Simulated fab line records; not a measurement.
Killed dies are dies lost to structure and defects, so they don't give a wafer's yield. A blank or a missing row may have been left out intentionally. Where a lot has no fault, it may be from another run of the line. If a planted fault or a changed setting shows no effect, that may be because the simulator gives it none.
fab line records -- flow n5_finfet
[record] lots = 6, wafers = 17, last_day = 17
route steps=1938 shown FIN_SAQP@90 BEOL_M4@1111 PASSIVATION@1936
lots untouched by any fault: they come from a run of this same line in which no faults occurred
start_h: hours from the record's opening day to when the first of the lot's shown wafers began -- wait_h: how many hours have passed since the lot's step before this one -- " identical to the entry in the row above -- L1.1+2: several wafers, shown together as one row -- - either no value or no given start -- * or withheld: withheld -- < > ~ a bound
route shown NAME@n: NAME is a module with steps in the file, n the number in the route of the first one -- usual: mean/standard deviation taken from wafers without a fault -- same: alike in all rows -- chamber/n: place in a boat -- sites: per-site readings -- _std_site: their standard deviation -- _edge_site: the outer-site mean with the inner-site mean subtracted -- radius_mm: how far each site lies from the wafer's centre -- mask NAME#n: copy n -- behind: tool/chamber where the wafer was last shaped -- hold: what put the lot on hold/how long, in hours/how the hold closed -- device: names the non-switching transistor (n, p or np) -- end of line: the route-end tests of the same wafers -- for a step that has no rows: nothing shown but its recipe -- killed: the dies lost at the first sort to structure and to defects; this is not the yield of the wafer -- map: shows each die of a wafer: x if killed, . if not, _ if none is there
set.NAME: the setting the step ran with; set.NAME@STEP: the setting that earlier step ran with -- model.NAME: the simulator's own value behind a step, which no gauge read
lots seen at some steps along the route; tables by step, rows by wafer
services: from which hour (start_h, from the record's first day; less than 0 if before it) a tool's chamber was out of use, for how many hours, and why
[[steps]]
[step N5_FIN_SAQP_PRECLEAN_42]
[recipe] chemistry = O3/DIW, time_s = 60, temp_c = 22, o3_ppm = 10
[step N5_FIN_SAQP_PRECLEAN_00]
[recipe] chemistry = SC1, time_s = 60, temp_c = 55, mix = 1:2:50
[step N5_FIN_SAQP_PRECLEAN_44]
[recipe] chemistry = SC2, time_s = 45, temp_c = 35, mix = 1:1:50
[step N5_FIN_SAQP_SRD_01]
[recipe] dry = ipa_marangoni, time_s = 30, temp_c = 23, rinse_liquid = diw
[step N5_FIN_SAQP_ALD_61]
[recipe] material = SiO2, target_thk_a = 40, temp_c = 300, ald_precursor_family = BDEAS, ald_co_reactant = O2-plasma, pulse_time_s = 1, purge_time_s = 2, co_reactant_purge_time_s = 2, ald_cycles = 43, pressure_torr = 2
[step N5_FIN_SAQP_DENSIFY_62]
[recipe] temp_c = 700, time_s = 60, ambient = N2, idle_temp_c = 600, ramp_up_c_per_s = 150, ramp_down_c_per_s = 60, cool_to_c = 600
[step N5_FIN_SAQP_HM_DEP_03]
[recipe] material = SiNx, target_thk_a = 380, temp_c = 400, precursor = SiH4/NH3/N2, pressure_torr = 1.5, rf_w = 300, time_s = 33.6
[usual] heater_power_w = 771/78, showerhead_plenum_p_Torr = 5.12/0.068, showerhead_vpp_V = 1095/52, throttle_valve_pct = 40.7/2.5
lot.wafer,tool,chamber,start_h,wait_h,heater_power_w,showerhead_plenum_p_Torr,showerhead_vpp_V,throttle_valve_pct
L916.1,pecvd-03,1,21.66,0.2,653,5.06,1042,40.2
L916.3,pecvd-03,0,21.66,0.2,840,5.05,1014,43.5
L916.6,pecvd-03,2,21.66,0.2,786,5.25,1100,37.5
L917.3,pecvd-02,0,27.31,0.1,924,5.15,1155,37.4
L917.4,pecvd-02,1,27.31,0.1,767,5.18,1053,41.8
L917.6,pecvd-02,0,27.31,0.1,935,5.15,1158,37.1
L922.1,pecvd-04,0,56.65,0.2,799,5.06,1074,43.3
L922.2,pecvd-04,1,56.65,0.2,732,5.22,1117,41.8
L922.5,pecvd-04,2,56.65,0.2,827,5.06,1106,37.7
L925.1,pecvd-04,1,74.81,0.2,687,5.20,1110,41.7
L925.3,pecvd-04,2,74.81,0.2,839,5.07,1087,37.9
L925.4,pecvd-04,0,74.81,0.2,851,5.07,1104,43.3
L933.1,pecvd-02,2,123.32,0.2,736,5.07,1159,43.2
L933.3,pecvd-02,1,123.32,0.2,779,5.16,1064,42.2
L933.5,pecvd-02,2,123.32,0.2,719,5.05,1178,42.9
L935.4,pecvd-02,1,135.21,0.1,694,5.17,1060,41.9
L935.6,pecvd-02,2,135.21,0.1,636,5.05,1156,43.1
[step N5_FIN_SAQP_THK_MEAS_05]
[usual] thk_nm = 38.0/0.61
lot.wafer,tool,chamber,start_h,wait_h,thk_nm
L916.1,film_metro-01,-,21.75,0.1,37.9
L916.3,film_metro-01,-,21.75,0.1,38.1
L916.6,film_metro-01,-,21.75,0.1,38.6
L917.3,film_metro-01,-,27.40,0.1,38.4
L917.4,film_metro-01,-,27.40,0.1,38.4
L917.6,film_metro-01,-,27.40,0.1,38.6
L922.1,film_metro-02,-,56.74,0.1,37.7
L922.2,film_metro-02,-,56.74,0.1,37.7
L922.5,film_metro-02,-,56.74,0.1,38.5
L925.1,film_metro-02,-,74.89,0.1,37.3
L925.3,film_metro-02,-,74.89,0.1,37.5
L925.4,film_metro-02,-,74.89,0.1,38.1
L933.1,film_metro-02,-,123.40,0.1,36.9
L933.3,film_metro-02,-,123.40,0.1,38.1
L933.5,film_metro-02,-,123.40,0.1,37.6
L935.4,film_metro-02,-,135.27,0.0,38.3
L935.6,film_metro-02,-,135.27,0.0,37.2
[step N5_FIN_SAQP_PECVD_47]
[recipe] material = a-Si, target_thk_a = 450, temp_c = 400, precursor = SiH4/He, pressure_torr = 3, rf_w = 100, time_s = 36.3
[usual] heater_power_w = 841/76, showerhead_plenum_p_Torr = 5.65/0.055, showerhead_vpp_V = 627/28, throttle_valve_pct = 18.6/1.1
lot.wafer,tool,chamber,start_h,wait_h,heater_power_w,showerhead_plenum_p_Torr,showerhead_vpp_V,throttle_valve_pct
L916.1,pecvd-02,2,21.78,0.0,800,5.61,675,19.6
L916.3,pecvd-02,1,21.78,0.0,742,5.69,612,19.1
L916.6,pecvd-02,2,21.78,0.0,811,5.60,661,19.7
L917.3,pecvd-02,0,27.44,0.0,1062,5.69,665,16.9
L917.4,pecvd-02,1,27.44,0.0,864,5.69,614,19.1
L917.6,pecvd-02,2,27.44,0.0,797,5.61,671,19.7
L922.1,pecvd-04,0,56.78,0.0,868,5.61,618,19.6
L922.2,pecvd-04,2,56.78,0.0,862,5.62,635,17.3
L922.5,pecvd-04,2,56.78,0.0,885,5.62,627,17.1
L925.1,pecvd-02,0,74.93,0.0,1044,5.68,662,17.1
L925.3,pecvd-02,1,74.93,0.0,805,5.68,619,19.1
L925.4,pecvd-02,2,74.93,0.0,689,5.62,685,19.4
L933.1,pecvd-03,1,123.44,0.0,696,5.61,598,18.4
L933.3,pecvd-03,2,123.44,0.0,858,5.75,630,17.4
L933.5,pecvd-03,2,123.44,0.0,874,5.75,622,17.1
L935.4,pecvd-04,2,135.33,0.1,772,5.61,628,17.3
L935.6,pecvd-04,1,135.33,0.1,849,5.72,638,19.1
[step N5_FIN_SAQP_PECVD_48]
[recipe] material = SiNx, target_thk_a = 250, temp_c = 400, precursor = SiH4/NH3/N2, pressure_torr = 1.5, rf_w = 300, time_s = 22.1
[usual] heater_power_w = 763/75, showerhead_plenum_p_Torr = 5.12/0.075, showerhead_vpp_V = 1085/49, throttle_valve_pct = 40.9/2.5
lot.wafer,tool,chamber,start_h,wait_h,heater_power_w,showerhead_plenum_p_Torr,showerhead_vpp_V,throttle_valve_pct
L916.1,pecvd-02,2,21.82,0.0,683,5.08,1163,42.9
L916.3,pecvd-02,1,21.82,0.0,725,5.15,1082,42.1
L916.6,pecvd-02,2,21.82,0.0,681,5.07,1166,43.2
L917.3,pecvd-02,0,27.48,0.0,915,5.17,1142,37.2
L917.4,pecvd-02,1,27.48,0.0,659,5.15,1073,42.2
L917.6,pecvd-02,2,27.48,0.0,711,5.06,1177,43.4
L922.1,pecvd-04,0,56.82,0.0,749,5.07,1058,43.1
L922.2,pecvd-04,2,56.82,0.0,785,5.07,1096,37.5
L922.5,pecvd-04,2,56.82,0.0,833,5.07,1082,37.7
L925.1,pecvd-02,0,74.97,0.0,870,5.18,1139,37.1
L925.3,pecvd-02,1,74.97,0.0,696,5.17,1066,42.3
L925.4,pecvd-02,2,74.97,0.0,674,5.04,1162,43.1
L933.1,pecvd-03,1,123.48,0.0,727,5.07,1036,40.3
L933.3,pecvd-03,2,123.48,0.0,700,5.26,1093,38.1
L933.5,pecvd-03,2,123.48,0.0,721,5.25,1092,38.0
L935.4,pecvd-04,2,135.37,0.0,756,5.08,1087,38.0
L935.6,pecvd-04,1,135.37,0.0,682,5.21,1112,42.0
[step N5_FIN_SAQP_PECVD_06]
[recipe] material = a-Si, target_thk_a = 600, temp_c = 400, precursor = SiH4/He, pressure_torr = 3, rf_w = 100, time_s = 48.1
[usual] heater_power_w = 834/74, showerhead_plenum_p_Torr = 5.65/0.055, showerhead_vpp_V = 627/29, throttle_valve_pct = 18.6/1.1
lot.wafer,tool,chamber,start_h,wait_h,heater_power_w,showerhead_plenum_p_Torr,showerhead_vpp_V,throttle_valve_pct
L916.1,pecvd-02,2,21.86,0.0,797,5.60,682,19.7
L916.3,pecvd-02,1,21.86,0.0,825,5.67,631,19.3
L916.6,pecvd-02,2,21.86,0.0,775,5.61,679,19.8
L917.3,pecvd-02,0,27.52,0.0,1013,5.66,665,16.7
L917.4,pecvd-02,1,27.52,0.0,774,5.68,626,19.3
L917.6,pecvd-02,2,27.52,0.0,760,5.59,672,19.4
L922.1,pecvd-04,0,56.86,0.0,901,5.61,623,19.7
L922.2,pecvd-04,2,56.86,0.0,871,5.62,625,17.6
L922.5,pecvd-04,2,56.86,0.0,865,5.61,632,17.0
L925.1,pecvd-02,0,75.01,0.0,1006,5.68,664,17.0
L925.3,pecvd-02,1,75.01,0.0,836,5.69,626,19.3
L925.4,pecvd-02,2,75.01,0.0,693,5.60,670,19.6
L933.1,pecvd-03,1,123.52,0.0,741,5.61,602,18.1
L933.3,pecvd-03,2,123.52,0.0,838,5.75,631,17.1
L933.5,pecvd-03,2,123.52,0.0,835,5.75,622,17.6
L935.4,pecvd-04,2,135.42,0.0,857,5.61,636,17.4
L935.6,pecvd-04,1,135.42,0.0,822,5.70,657,19.2
[step N5_FIN_SAQP_THK_MEAS_07]
[usual] thk_nm = 59.9/0.76
lot.wafer,tool,chamber,start_h,wait_h,thk_nm
L916.1,film_metro-01,-,21.95,0.1,60.6
L916.3,film_metro-01,-,21.95,0.1,59.7
L916.6,film_metro-01,-,21.95,0.1,60.7
L917.3,film_metro-01,-,27.61,0.1,58.5
L917.4,film_metro-01,-,27.61,0.1,60.6
L917.6,film_metro-01,-,27.61,0.1,61.1
L922.1,film_metro-01,-,56.95,0.1,59.1
L922.2,film_metro-01,-,56.95,0.1,59.1
L922.5,film_metro-01,-,56.95,0.1,59.7
L925.1,film_metro-01,-,75.10,0.1,59.0
L925.3,film_metro-01,-,75.10,0.1,59.5
L925.4,film_metro-01,-,75.10,0.1,60.7
L933.1,film_metro-02,-,123.61,0.1,59.0
L933.3,film_metro-02,-,123.61,0.1,59.3
L933.5,film_metro-02,-,123.61,0.1,60.8
L935.4,film_metro-02,-,135.48,0.0,58.5
L935.6,film_metro-02,-,135.48,0.0,59.0
[step N5_FIN_SAQP_HM_DEP_72]
[recipe] material = SiO2, target_thk_a = 120, temp_c = 400, precursor = SiH4/N2O, pressure_torr = 0.75, rf_w = 275, time_s = 7.2
[usual] heater_power_w = 780/72, showerhead_plenum_p_Torr = 8.12/0.16, showerhead_vpp_V = 1034/42
lot.wafer,tool,chamber,start_h,wait_h,heater_power_w,showerhead_plenum_p_Torr,showerhead_vpp_V,model.SiO2_of_FIN_SAQP_HM_DEP_72.thk_nm
L916.1,pecvd-03,0,21.99,0.0,767,7.95,971,11.82
L916.3,pecvd-03,2,21.99,0.0,747,8.38,1027,11.71
L916.6,pecvd-03,2,21.99,0.0,739,8.37,1056,11.91
L917.3,pecvd-03,0,27.64,0.0,782,7.96,969,12.11
L917.4,pecvd-03,1,27.64,0.0,670,7.97,987,12.03
L917.6,pecvd-03,0,27.64,0.0,748,7.96,970,12.09
L922.1,pecvd-03,0,56.98,0.0,827,7.96,960,12.04
L922.2,pecvd-03,2,56.98,0.0,797,8.38,1047,12.11
L922.5,pecvd-03,2,56.98,0.0,784,8.38,1047,10.47
L925.1,pecvd-03,1,75.14,0.0,739,7.99,1007,11.92
L925.3,pecvd-03,0,75.14,0.0,829,8.00,966,10.06
L925.4,pecvd-03,1,75.14,0.0,724,7.99,994,12.08
L933.1,pecvd-02,1,123.65,0.0,790,8.21,1019,12.05
L933.3,pecvd-02,0,123.65,0.0,810,8.18,1102,11.87
L933.5,pecvd-02,0,123.65,0.0,829,8.19,1094,12.02
L935.4,pecvd-03,2,135.54,0.1,779,8.35,1045,12.05
L935.6,pecvd-03,0,135.54,0.1,842,7.95,965,12.08
[step N5_FIN_SAQP_COAT_49]
[recipe] resist = SOC, temp_c = 250, time_s = 60, spin_rpm = 1500, resist_thk_nm = 100
[step N5_FIN_SAQP_COAT_50]
[recipe] resist = SiARC, temp_c = 220, time_s = 60, spin_rpm = 1500, resist_thk_nm = 35
[step N5_FIN_SAQP_COAT_10]
[recipe] resist = CAR-ArF, spin_rpm = 1500, resist_thk_nm = 90
[step N5_FIN_SAQP_EBR_12]
[recipe] solvent = PGMEA, ebr_width_mm = 1.5
[step N5_FIN_SAQP_SOFTBAKE_11]
[recipe] temp_c = 110, time_s = 60, resist = CAR-ArF
[step N5_FIN_SAQP_EXPOSE_13]
[recipe] mask_id = FIN_CORE, na = 1.35, source_shape = dipole, sigma_inner = 0.538, sigma_outer = 0.738, polarization = te, target_cd_nm = 35.6, dose_mj = 63.25
[step N5_FIN_SAQP_PEB_14]
[recipe] peb_temp_c = withheld, peb_time_s = 60, resist = CAR-ArF
[step N5_FIN_SAQP_DEVELOP_15]
[recipe] develop_time_s = 30, developer = TMAH, resist = CAR-ArF, dev_temp_c = 23, rinse_liquid = diw, dry = air_spin
[step N5_FIN_SAQP_CD_MEAS_16]
[recipe] target_cd_nm = 35.6, landing_energy_ev = 500, detector = se_inlens
[usual] cd_nm = 35.6/0.33
lot.wafer,tool,chamber,start_h,wait_h,cd_nm
L916.1,cd_sem-03,0,22.31,-,35.3
L916.3,cd_sem-03,0,22.31,-,35.5
L916.6,cd_sem-03,0,22.31,-,35.7
L917.3,cd_sem-03,0,27.97,-,35.6
L917.4,cd_sem-03,0,27.97,-,35.9
L917.6,cd_sem-03,0,27.97,-,35.3
L922.1,cd_sem-01,0,57.33,-,35.1
L922.2,cd_sem-01,0,57.33,-,35.6
L922.5,cd_sem-01,0,57.33,-,35.6
L925.1,cd_sem-01,0,75.59,-,35.2
L925.3,cd_sem-01,0,75.59,-,35.4
L925.4,cd_sem-01,0,75.59,-,35.4
L933.1,cd_sem-03,0,124.09,-,36.3
L933.3,cd_sem-03,0,124.09,-,34.9
L933.5,cd_sem-03,0,124.09,-,35.4
L935.4,cd_sem-01,0,135.84,-,35.3
L935.6,cd_sem-01,0,135.84,-,36.1
[step N5_FIN_SAQP_OVL_MEAS_17]
[recipe] points_per_wafer = 44
[usual] FIN_CORE_OVL = -0.9/0.88
lot.wafer,tool,chamber,start_h,wait_h,FIN_CORE_OVL[nm]
L916.1,overlay-01,0,22.35,0.0,0.4
L916.3,overlay-01,0,22.35,0.0,-0.7
L916.6,overlay-01,0,22.35,0.0,-0.9
L917.3,overlay-01,0,28.01,0.0,-0.2
L917.4,overlay-01,0,28.01,0.0,-1.6
L917.6,overlay-01,0,28.01,0.0,-0.7
L922.1,overlay-02,0,57.37,0.0,-0.6
L922.2,overlay-02,0,57.37,0.0,-0.6
L922.5,overlay-02,0,57.37,0.0,-1.1
L925.1,overlay-01,0,75.63,0.0,-0.5
L925.3,overlay-01,0,75.63,0.0,-1.4
L925.4,overlay-01,0,75.63,0.0,-1.2
L933.1,overlay-02,0,124.13,0.0,-2.4
L933.3,overlay-02,0,124.13,0.0,-1.4
L933.5,overlay-02,0,124.13,0.0,-1.0
L935.4,overlay-01,0,135.88,0.0,-1.8
L935.6,overlay-01,0,135.88,0.0,-1.9
[step N5_FIN_SAQP_INSPECT_18]
[recipe] mode = adi, inspect_instrument = brightfield
[usual] raw_defect_count = 396/110
lot.wafer,tool,chamber,start_h,wait_h,raw_defect_count
L916.1,defect_inspect-02,-,22.38,0.0,320
L916.3,defect_inspect-02,-,22.38,0.0,246
L916.6,defect_inspect-02,-,22.38,0.0,334
L917.3,defect_inspect-02,-,28.03,0.0,482
L917.4,defect_inspect-02,-,28.03,0.0,543
L917.6,defect_inspect-02,-,28.03,0.0,476
L922.1,defect_inspect-01,-,57.40,0.0,386
L922.2,defect_inspect-01,-,57.40,0.0,390
L922.5,defect_inspect-01,-,57.40,0.0,441
L925.1,defect_inspect-01,-,75.65,0.0,313
L925.3,defect_inspect-01,-,75.65,0.0,449
L925.4,defect_inspect-01,-,75.65,0.0,526
L933.1,defect_inspect-02,-,124.16,0.0,349
L933.3,defect_inspect-02,-,124.16,0.0,322
L933.5,defect_inspect-02,-,124.16,0.0,438
L935.4,defect_inspect-02,-,135.90,0.0,301
L935.6,defect_inspect-02,-,135.90,0.0,369
[step N5_FIN_SAQP_DESCUM_21]
[recipe] chemistry = O2, time_s = 7.9, source_power_w = 50, bias_power_w = 20, pressure_mtorr = 20, rf_frequency_hz = 2.712e+07, temp_c = 40, resist = CAR-ArF, o2_flow_sccm = 225
[step N5_FIN_SAQP_ETCH_51]
[recipe] chemistry = CF4, target = SiARC, target_depth_a = 455, mask_material = CAR-ArF, time_s = 75.8, ion_energy_ev = 80, pressure_mtorr = 40, source_w = 545, bias_w = 36, Ar_flow_sccm = 100, cf4_flow_sccm = 100, ends = cleared
[step N5_FIN_SAQP_ETCH_52]
[recipe] chemistry = N2/H2, target = SOC, target_depth_a = 1000, overetch_a = 200, mask_material = SiARC, temp_c = 40, time_s = 150, ion_energy_ev = 200, pressure_mtorr = 30, source_w = 840, bias_w = 150, n2_flow_sccm = 200, h2_flow_sccm = 200, ends = end_point
[usual] drypump_motor_current_A = 5.6/0.37, n2_flow_sccm = 199.9/0.64, oes_product_au = 0.70/0.072, rf_vpp_V = 524.1/2.4, showerhead_plenum_p_Torr = 2.55/0.077, throttle_valve_pct = 17.80/0.21
lot.wafer,tool,chamber,start_h,wait_h,drypump_motor_current_A,n2_flow_sccm,oes_product_au,rf_hours_counter_h,rf_vpp_V,showerhead_plenum_p_Torr,throttle_valve_pct
L916.1,rie_diel-05,0,22.50,0.0,4.8,200.5,0.66,146,519.6,2.46,18.01
L916.3,rie_diel-05,3,22.50,0.0,5.0,198.8,0.66,166,525.5,2.63,17.64
L916.6,rie_diel-05,0,22.50,0.0,4.8,200.6,0.66,-,521.5,2.46,18.00
L917.3,rie_diel-05,1,28.15,0.0,5.6,201.2,0.80,20,522.3,2.49,17.54
L917.4,rie_diel-05,2,28.15,0.0,5.7,200.8,0.74,91,517.0,2.38,18.24
L917.6,rie_diel-05,0,28.15,0.0,4.9,200.3,0.66,-,522.5,2.46,17.99
L922.1,rie_diel-04,1,57.52,0.0,5.6,199.5,0.64,195,520.4,2.43,17.99
L922.2,rie_diel-04,3,57.52,0.0,5.1,198.3,0.63,216,526.2,2.64,17.87
L922.5,rie_diel-04,3,57.52,0.0,5.1,199.2,0.64,-,527.0,2.64,17.85
L925.1,rie_diel-04,3,75.77,0.0,5.1,199.8,0.63,222,524.9,2.63,17.87
L925.3,rie_diel-04,2,75.77,0.0,5.7,199.4,0.65,196,526.5,2.60,17.92
L925.4,rie_diel-04,0,75.77,0.0,6.0,200.7,0.63,227,526.3,2.61,17.80
L933.1,rie_diel-04,1,124.66,0.0,5.6,199.0,0.62,219,519.6,2.42,18.03
L933.3,rie_diel-04,2,124.66,0.0,5.7,200.6,0.65,215,526.1,2.59,17.96
L933.5,rie_diel-04,0,124.66,0.0,6.1,200.2,0.61,-,525.7,2.61,17.83
L935.4,rie_diel-01,2,136.02,0.0,5.4,199.9,0.77,53,525.2,2.57,17.54
L935.6,rie_diel-01,1,136.02,0.0,5.2,199.1,0.68,-,524.5,2.54,17.88
[step N5_FIN_SAQP_STRIP_53]
[recipe] chemistry = N2/H2, temp_c = 40, n2_flow_sccm = 200, h2_flow_sccm = 200, rf_frequency_hz = 6e+07
[step N5_FIN_SAQP_HM_OPEN_73]
[recipe] chemistry = CHF3/O2, target = SiO2, stop_on = a-Si, target_depth_a = 120, over_etch_frac = 1.8, mask_material = SOC, time_s = 16.8, pressure_mtorr = 30, source_w = 650, bias_w = 170, Ar_flow_sccm = 200, CHF3_flow_sccm = 50, O2_flow_sccm = 5, ion_energy_ev = 200, ends = end_point
[usual] CHF3_flow_sccm = 49.99/0.14, drypump_motor_current_A = 5.6/0.36, oes_product_au = 0.47/0.048, rf_vpp_V = 538/21, showerhead_plenum_p_Torr = 2.42/0.073, throttle_valve_pct = 18.84/0.19
lot.wafer,tool,chamber,start_h,wait_h,CHF3_flow_sccm,drypump_motor_current_A,oes_product_au,rf_hours_counter_h,rf_vpp_V,showerhead_plenum_p_Torr,throttle_valve_pct,model.etch.depth_nm
L916.1,rie_diel-05,0,22.61,0.0,49.89,4.9,0.44,146,514,2.30,18.83,11.82
L916.3,rie_diel-05,3,22.61,0.0,50.00,5.0,0.44,166,513,2.48,18.74,11.71
L916.6,rie_diel-05,0,22.61,0.0,50.03,4.8,0.45,-,511,2.30,18.82,11.91
L917.3,rie_diel-05,1,28.26,0.0,49.85,5.6,0.54,20,524,2.37,18.55,12.11
L917.4,rie_diel-05,2,28.26,0.0,49.77,5.7,0.49,91,517,2.24,19.15,12.03
L917.6,rie_diel-05,0,28.26,0.0,49.94,4.9,0.45,-,512,2.30,18.84,12.09
L922.1,rie_diel-04,1,57.63,0.0,50.07,5.6,0.43,195,517,2.32,19.02,12.04
L922.2,rie_diel-04,3,57.63,0.0,50.00,5.1,0.42,216,515,2.48,18.72,12.11
L922.5,rie_diel-04,3,57.63,0.0,49.99,5.1,0.40,-,515,2.48,18.69,10.47
L925.1,rie_diel-04,3,75.88,0.0,49.87,5.0,0.42,222,514,2.48,18.70,11.92
L925.3,rie_diel-04,2,75.88,0.0,50.18,5.7,0.41,196,554,2.51,19.21,10.06
L925.4,rie_diel-04,0,75.88,0.0,49.95,6.0,0.42,227,539,2.50,18.98,12.08
L933.1,rie_diel-04,1,124.76,0.0,49.99,5.6,0.42,219,517,2.31,19.04,12.05
L933.3,rie_diel-04,2,124.76,0.0,49.84,5.7,0.42,215,556,2.50,19.24,11.87
L933.5,rie_diel-04,0,124.76,0.0,49.88,6.0,0.41,-,537,2.50,19.02,12.02
L935.4,rie_diel-01,2,136.13,0.0,50.28,5.4,0.52,53,553,2.45,18.71,12.05
L935.6,rie_diel-01,1,136.13,0.0,50.06,5.2,0.45,-,516,2.41,18.89,12.08
[step N5_FIN_SAQP_STRIP_74]
[recipe] chemistry = CHF3/O2, resist = SiARC, rf_frequency_hz = 6e+07
[step N5_BEOL_M4_RC_MEAS_101]
[usual] DIBL_N = 36.1/2, DIBL_P = 36.3/2.4, IOFF_N = 0.15/0.035, IOFF_P = 0.21/0.039, ION_N = 672/15, ION_P = 463/9.7, SS_N = 71.5/0.7, SS_P = 73.2/0.75, VT_N = 251/3.6, VT_P = -250/3.8
lot.wafer,tool,chamber,start_h,wait_h,DIBL_N[mV/V],DIBL_P[mV/V],IOFF_N[nA/um],IOFF_P[nA/um],ION_N[uA/um],ION_P[uA/um],SS_N[mV/dec],SS_P[mV/dec],VT_N[mV],VT_P[mV]
L916.1,prober-01,0,174.26,0.0,35.5,35.3,0.14,0.20,668,469,70.8,72.7,252,-247
L916.3,prober-01,0,174.26,0.0,37.1,36.5,0.15,0.21,655,457,72.1,73.5,255,-249
L916.6,prober-01,0,174.26,0.0,34.0,33.5,0.11,0.18,651,456,70.9,72.8,257,-251
L917.3,prober-02,0,174.31,0.3,39.6,41.2,0.22,0.26,684,458,72.4,74.3,246,-251
L917.4,prober-02,0,174.31,0.3,35.8,36.8,0.16,0.20,679,460,71.4,73.7,250,-252
L917.6,prober-02,0,174.31,0.3,38.1,39.2,0.19,0.23,681,458,72.1,73.5,247,-251
L922.1,prober-02,0,206.40,0.0,36.7,37.1,0.15,0.19,663,453,71.9,73.7,251,-254
L922.2,prober-02,0,206.40,0.0,37.2,37.9,0.16,0.20,680,461,71.2,74.1,251,-251
L922.5,prober-02,0,206.40,0.0,35.5,34.0,0.12,0.15,641,444,70.8,72.2,257,-255
L925.1,prober-02,0,221.81,0.0,33.9,32.0,0.11,0.17,651,458,71.1,72.3,255,-247
L925.3,prober-02,0,221.81,0.0,34.9,33.6,0.13,0.21,666,465,70.6,72.7,254,-247
L925.4,prober-02,0,221.81,0.0,33.7,32.1,0.11,0.19,639,456,70.9,72.5,258,-247
L933.1,prober-02,0,279.18,0.0,32.7,31.9,0.09,0.16,658,466,70.7,71.7,255,-251
L933.3,prober-02,0,279.18,0.0,36.9,36.4,0.15,0.22,658,455,71.9,72.9,254,-249
L933.5,prober-02,0,279.18,0.0,36.4,36.5,0.15,0.23,686,476,71.2,73.0,251,-248
L935.4,prober-01,0,285.06,0.5,36.6,36.7,0.15,0.19,659,452,71.8,73.6,252,-252
L935.6,prober-01,0,285.06,0.5,40.2,41.1,0.23,0.25,691,461,72.5,75.3,251,-251
[step N5_PASSIVATION_PROBE_49]
[usual] defect_limited_yield = 91.1/1.6, killed_at_M0_to_M3 = 35/11, killed_at_M4_up = 13/5.4, killed_at_contacts = 13/6.5, killed_at_front_end = 40/14, killed_at_other = 4/3.1, killed_dies = 105/18, killed_on_rim = 14/4.1, killed_open = 69/14, killed_short = 34/7.3, sort_bin_5_function = 5.2/0.96, sort_bin_6_memory = 3.4/0.77, sort_bin_8_speed = 0.02/0.13, sort_n_pass = 1075/19, sort_yield_pct = 91.1/1.6
[same] gross_dies = 1180, killed_at_back_side = 0, sort_bin_4_leakage[%] = 0
lot.wafer,tool,chamber,start_h,wait_h,defect_limited_yield[%],killed_at_M0_to_M3,killed_at_M4_up,killed_at_contacts,killed_at_front_end,killed_at_other,killed_dies,killed_on_rim,killed_open,killed_short,sort_bin_5_function[%],sort_bin_6_memory[%],sort_bin_8_speed[%],sort_n_pass,sort_yield_pct[%]
L933.1,prober-02,-,381.14,0.0,87.1,50,12,13,75,2,152,22,97,55,6.9,5.3,0,1028,87.1
L933.3,prober-02,-,381.24,0.1,90.7,50,15,7,37,1,110,15,76,34,4.8,3.9,0,1070,90.7
L933.5,prober-02,-,381.34,0.2,89.5,34,19,16,54,1,124,15,86,38,5.8,4.7,0,1056,89.5
L935.4,prober-02,-,398.61,0.2,91.3,55,8,13,27,0,103,14,68,34,5.5,3.0,0,1077,91.3
L935.6,prober-02,-,398.71,0.3,92.5,46,6,12,23,2,89,16,40,49,4.7,2.3,0,1091,92.5
// killed by level:class
L933.1 STI_FIN_REVEAL:geometric_particle:open=25 BEOL_M0_SAQP:geometric_particle:open=12 BEOL_M0_SAQP:geometric_particle:short=11 FIN_SAQP:geometric_particle:open=9 GATE_CUT:geometric_particle:short=9 BEOL_M1:geometric_particle:open=9 FIN_SAQP:geometric_particle:short=7 MOL_CONTACT_COAG:geometric_particle:open=7
L933.3 BEOL_M0_SAQP:geometric_particle:short=17 STI_FIN_REVEAL:geometric_particle:open=11 BEOL_M1:geometric_particle:open=11 BEOL_M3:geometric_particle:open=9 BEOL_M4:geometric_particle:open=8 BEOL_M0_SAQP:geometric_particle:open=7 STARTING-WAFER:geometric_particle:open=7 DUMMY_GATE:geometric_particle:open=6
L933.5 STI_FIN_REVEAL:geometric_particle:open=21 MOL_CONTACT_COAG:geometric_particle:open=13 FIN_SAQP:geometric_particle:open=10 BEOL_M0_SAQP:geometric_particle:short=10 BEOL_M0_SAQP:geometric_particle:open=8 BEOL_M4:geometric_particle:open=8 GATE_CUT:geometric_particle:short=5 BEOL_M1:geometric_particle:open=5
L935.4 BEOL_M0_SAQP:geometric_particle:open=19 BEOL_M0_SAQP:geometric_particle:short=15 MOL_CONTACT_COAG:geometric_particle:open=10 BEOL_M2:geometric_particle:open=8 FIN_SAQP:geometric_particle:short=6 DUMMY_GATE:geometric_particle:open=6 BEOL_M4:geometric_particle:open=6 BEOL_M3:geometric_particle:open=5
L935.6 BEOL_M0_SAQP:geometric_particle:short=17 BEOL_M1:geometric_particle:open=7 MOL_CONTACT_COAG:geometric_particle:open=7 BEOL_M1:geometric_particle:short=7 MOL_CONTACT_COAG:geometric_particle:short=5 BEOL_M0_SAQP:geometric_particle:open=5 FIN_SAQP:geometric_particle:short=4 STARTING-WAFER:geometric_particle:short=4
[[services]]
tool,chamber,start_h,hours,kind
pecvd-04,0,32.75,15.6,repair
rie_diel-04,1,40.26,9.4,repair
pecvd-04,-,41.80,2.6,repair
rie_diel-01,-,42.74,2.8,pm
pecvd-02,0,47.52,5.6,repair
rie_diel-01,0,53.24,-,clean
rie_diel-01,0,53.24,-,consumable_replace:focus_ring
rie_diel-01,0,53.24,17.3,scheduled_down
rie_diel-01,0,53.24,17.3,vent_cycle
pecvd-02,-,53.43,14.6,pm
pecvd-03,1,53.65,16.5,scheduled_down
rie_diel-04,-,64.98,1.1,repair
pecvd-02,-,71.86,0.6,repair
rie_diel-01,1,81.27,3.3,repair
rie_diel-04,-,81.92,2.8,pm
pecvd-03,2,86.69,5.5,scheduled_down
pecvd-02,2,98.91,5.5,scheduled_down
pecvd-04,-,102.10,2.8,pm
pecvd-02,-,132.37,0.5,repair
[[key]]
first_sign none at tools or gauges
[model_effect] step = N5_FIN_SAQP_HM_DEP_72, value = SiO2_of_FIN_SAQP_HM_DEP_72.thk_nm, without = 11.99, struck = 10.27
[model_effect] step = N5_FIN_SAQP_HM_OPEN_73, value = etch.depth_nm, without = 11.99, struck = 10.27
met_at N5_FIN_SAQP_HM_DEP_72
struck_wafers L922.5,L925.3
onset_between 27.64 56.98
[fault] kind = process_parameter_drift, tool = pecvd-03, chamber = -, onset_h = 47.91, steps = N5_FIN_SAQP_HM_DEP_72, channel = time_s, offset = *, shape = step, end_h = 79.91, scope = struck_wafers_only, acts_in = *, stated = *
